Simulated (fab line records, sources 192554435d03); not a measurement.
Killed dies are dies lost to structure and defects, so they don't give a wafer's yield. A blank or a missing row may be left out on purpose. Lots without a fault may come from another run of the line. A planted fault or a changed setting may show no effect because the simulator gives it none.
Split-lot experiment | flow n5_finfet | 7 lots, 21 wafers read, on a route of 1938 steps

THE SPLIT
At N5_DUMMY_GATE_COAT_28 (time 60 s, resist thk 10 nm), the setting spin_rpm was moved away from the recipe's 1500 rpm on 6 of the 21 wafers read, by -6.5% to +10.5%. The other wafers ran this setting at the recipe's value.

The reading is taken at the split's own step.

THE READING
underlayer_of_DUMMY_GATE_COAT_28.thk_nm (the simulator's own value, which no gauge read), in nm, at N5_DUMMY_GATE_COAT_28 (time 60 s, resist thk 10 nm). The file gives no usual value for it.

wafer  | tool, chamber at the split | spin_rpm as run, rpm | against the recipe | underlayer_of_DUMMY_GATE_COAT_28.thk_nm, nm | against lot-mates on the recipe
L080.2 | litho_track-05, 0          | 1500                 | recipe             | 10                                          | -
L080.3 | litho_track-05, 0          | 1500                 | recipe             | 10                                          | -
L080.5 | litho_track-05, 0          | 1500                 | recipe             | 10                                          | -
L081.1 | litho_track-01, 0          | 1500                 | recipe             | 10                                          | -
L081.3 | litho_track-01, 0          | 1500                 | recipe             | 10                                          | -
L081.4 | litho_track-01, 0          | 1500                 | recipe             | 10                                          | -
L082.1 | litho_track-04, 0          | 1500                 | recipe             | 10                                          | -
L082.3 | litho_track-04, 0          | 1500                 | recipe             | 10                                          | -
L082.4 | litho_track-04, 0          | 1500                 | recipe             | 10                                          | -
L083.1 | litho_track-05, 0          | 1658                 | +10.5%             | 9.6                                         | -0.4
L083.4 | litho_track-05, 0          | 1500                 | recipe             | 10                                          | -
L083.6 | litho_track-05, 0          | 1500                 | recipe             | 10                                          | -
L088.3 | litho_track-05, 0          | 1402                 | -6.5%              | 10.4                                        | +0.4
L088.4 | litho_track-05, 0          | 1402                 | -6.5%              | 10.4                                        | +0.4
L088.5 | litho_track-05, 0          | 1500                 | recipe             | 10                                          | -
L093.2 | litho_track-01, 0          | 1640                 | +9.3%              | 9.6                                         | -0.4
L093.4 | litho_track-01, 0          | 1500                 | recipe             | 10                                          | -
L093.5 | litho_track-01, 0          | 1500                 | recipe             | 10                                          | -
L094.1 | litho_track-04, 0          | 1625                 | +8.3%              | 9.6                                         | -0.4
L094.2 | litho_track-04, 0          | 1625                 | +8.3%              | 9.6                                         | -0.4
L094.5 | litho_track-04, 0          | 1500                 | recipe             | 10                                          | -

THE FIT
A straight line over all 21 wafers: underlayer_of_DUMMY_GATE_COAT_28.thk_nm changes by -0.0478 nm for each +1% of spin_rpm; r = -0.99; the points scatter about the line by 0.035 nm.
The same after taking each lot's own level away (the mean of its wafers on the recipe; 21 wafers): -0.0478 nm for each +1%; r = -0.99; scatter 0.035 nm.
On that fit, the largest move of spin_rpm shifts the reading by 0.5 nm.
The lots' own levels span 10.00 to 10.00 nm.
So the lot-to-lot level changes the slope little: the two slopes agree.
Check: with one of the wafers moved furthest among these (+10.5%) left out of the fit, the line predicts -0.521 nm for it against its lot-mates. It came out at -0.4 nm against them.

OTHER SPLITS ON THESE WAFERS
These wafers also went through other splits before the reading. Each is held against what the fit with the lots' levels taken away leaves over:
other split on the same wafers    | wafers away from the commonest value | r with underlayer_of_DUMMY_GATE_COAT_28.thk_nm (lot level and that fit taken away)
N5_WELL_APT_COAT_02 spin_rpm      | 4                                    | -0.03
N5_FIN_CUT_EXPOSE_05 dose_mj      | 9                                    | -0.01
N5_FIN_CUT_ETCH_30 target_depth_a | 8                                    | -0.23

THE FILE'S OWN FIT
underlayer_of_DUMMY_GATE_COAT_28.thk_nm changes by -0.0448 nm for each +1% of spin_rpm, r = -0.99.
